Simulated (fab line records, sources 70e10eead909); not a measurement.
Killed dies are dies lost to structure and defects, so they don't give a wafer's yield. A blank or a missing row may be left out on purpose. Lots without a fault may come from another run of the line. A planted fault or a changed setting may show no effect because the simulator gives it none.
Problem report in the 8D (eight disciplines) form, filled by code | flow nand_harc | the parts of the form that need people (team, actions taken, sign-off) are left out

1. THE PROBLEM
cd_nm at NHARC_P_M2_CD_MEAS_09 reads a mean of 182.0 nm on 6 wafers of 2 lots; wafers without a fault read 170.1 nm with a standard deviation of 0.51. That is +23 standard deviations from the usual mean.
The step: target cd 170 nm.
First seen on wafer L804.1, day 14 07:52, on cd_sem-03. The record holds 36 wafers of 12 lots with a number at this step. Rule for "out", or "out of limits": more than 4 standard deviations from the usual mean. The other wafers with a number count as sound.

2. WHAT IT IS AND WHAT IT IS NOT
question                    | is                     | is not
which readings at this step | cd_nm                  | -
which lots                  | L804, L807             | L785, L786, L787, L788, L789, L790, L792, L793, L794, L796
which wafers of those lots  | all that have a number | -
read on which gauges        | cd_sem-02, cd_sem-03   | cd_sem-01
when                        | from day 14 07:52      | up to then (30 sound wafers)

3. SUSPECTS, AND WHAT RULES EACH OUT
Counting: a tool at a process step up to the reading stays a suspect if it ran every lot that is out and no sound lot after the first of them.
- the gauge at NHARC_P_M2_CD_MEAS_09: ruled out. The wafers that are out were read on 2 gauges (cd_sem-02, cd_sem-03).
- litho_track-04 at NHARC_P_M2_PEB_07 (peb time 65 s): kept. It ran every lot that is out, first L804 (day 14 07:47), and no sound lot after that; its last sound lot up to then is L787 (day 7 17:01). Its own readings are out on those wafers: heater_power_total_W, plate_temp_C.
Left after counting: litho_track-04 at NHARC_P_M2_PEB_07.

4. THE CAUSE (what the simulator had put in)
Process parameter drift: litho_track-04, from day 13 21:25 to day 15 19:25, at NHARC_P_M2_PEB_07. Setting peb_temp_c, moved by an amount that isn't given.
Counting left only this tool.

5. THE CHAIN OF EFFECTS, in route order
Each row: a reading whose mean over the struck wafers that have a number lies more than 3 standard deviations from the usual. Only readings for which the record gives a usual standard deviation are gone through. hours: the time from each lot's start at the first step in this table that gives one to its start at this step, as a median over the lots. sigmas: the change in usual standard deviations.
hours | step                  | reading              | usual    | on struck wafers | change | sigmas
0     | NHARC_P_M2_PEB_07     | heater_power_total_W | 156.6 W  | 164.8            | +8.2   | +19
0     | NHARC_P_M2_PEB_07     | plate_temp_C         | 100.00 C | 103.86           | +3.86  | +30
0     | NHARC_P_M2_CD_MEAS_09 | cd_nm                | 170.1 nm | 182.0            | +11.9  | +23
The process steps in it:
- NHARC_P_M2_PEB_07: peb time 65 s.
Later measuring or inspecting steps at which every struck wafer that the step has a row for has a number for every such reading, and none has moved that far: NHARC_P_M2_OVL_MEAS_10, NHARC_END_SORT_01.

6. WHAT WOULD HAVE CAUGHT IT SOONER
In this record the first reading out of limits at a measuring or inspecting step was taken at day 14 07:52, 10 hours after the fault began at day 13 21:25.
The tool's own readings at NHARC_P_M2_PEB_07 were out on every struck wafer that the step has a row for (heater_power_total_W, plate_temp_C): an alarm limit on them would have fired on the first of those.
Of the lots that are out (2), L807 began NHARC_P_M2_PEB_07 on litho_track-04 after day 14 07:52. A hold on the tool at that time would have spared it.
